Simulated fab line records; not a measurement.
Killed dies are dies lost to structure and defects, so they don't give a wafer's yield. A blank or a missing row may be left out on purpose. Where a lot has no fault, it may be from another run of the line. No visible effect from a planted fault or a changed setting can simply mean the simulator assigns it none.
Chamber matching	flow n5Finfet	N5_DUMMY_GATE_ETCH_37 on rieDiel-01: 4 sister chambers
The step etches SOC in N2/H2, target depth 60 nm, overetch 30 nm. 8 wafers are shown with their chamber, then 12 later ones without.

## WAFERS WITH THEIR CHAMBER
wafer	chamber	drypumpMotorCurrentA (A)	showerheadPlenumPTorr (Torr)
L085.2	3	6.3	2.51
L085.4	0	5.2	2.65
L086.1	0	5.1	2.65
L086.3	2	5.4	2.60
L086.4	1	5.7	2.51
L089.4	1	5.7	2.51
L089.5	2	5.4	2.60
L089.6	3	6.4	2.50

## WAFERS MISSING THEIR CHAMBER
wafer	drypumpMotorCurrentA (A)	showerheadPlenumPTorr (Torr)
L090.1	5.7	2.51
L090.2	5.4	2.60
L090.5	5.5	2.60
L092.2	6.4	2.50
L092.5	5.7	2.51
L092.6	5.1	2.64
L094.1	5.7	2.50
L094.4	5.4	2.60
L094.6	5.1	2.64
L095.1	5.1	2.64
L095.3	5.6	2.50
L095.4	5.4	2.59

## EACH ONE'S CHAMBER
wafer	from the rows above	in truth
L090.1	1	1
L090.2	2	2
L090.5	2	2
L092.2	3	3
L092.5	1	1
L092.6	0	0
L094.1	1	1
L094.4	2	2
L094.6	0	0
L095.1	0	0
L095.3	1	1
L095.4	2	2
Correctly placed: 12 of 12. Number that these rows cannot place: 0. 0 placed wrongly.
How it was worked out, from the rows above alone: a wafer's distance from a chamber is the root of the sum, over the readings, of the square of ((its reading less the chamber's mean) divided by the reading's scatter). If the next closest chamber is less than 2 further off than the closest, the wafer can't be placed; otherwise it belongs to the closest. Each chamber's mean is taken over the wafers shown for it. The scatter: take each reading less its chamber's mean, square it, sum over the shown wafers, divide by the number of wafers less the number of chambers, and take the root.
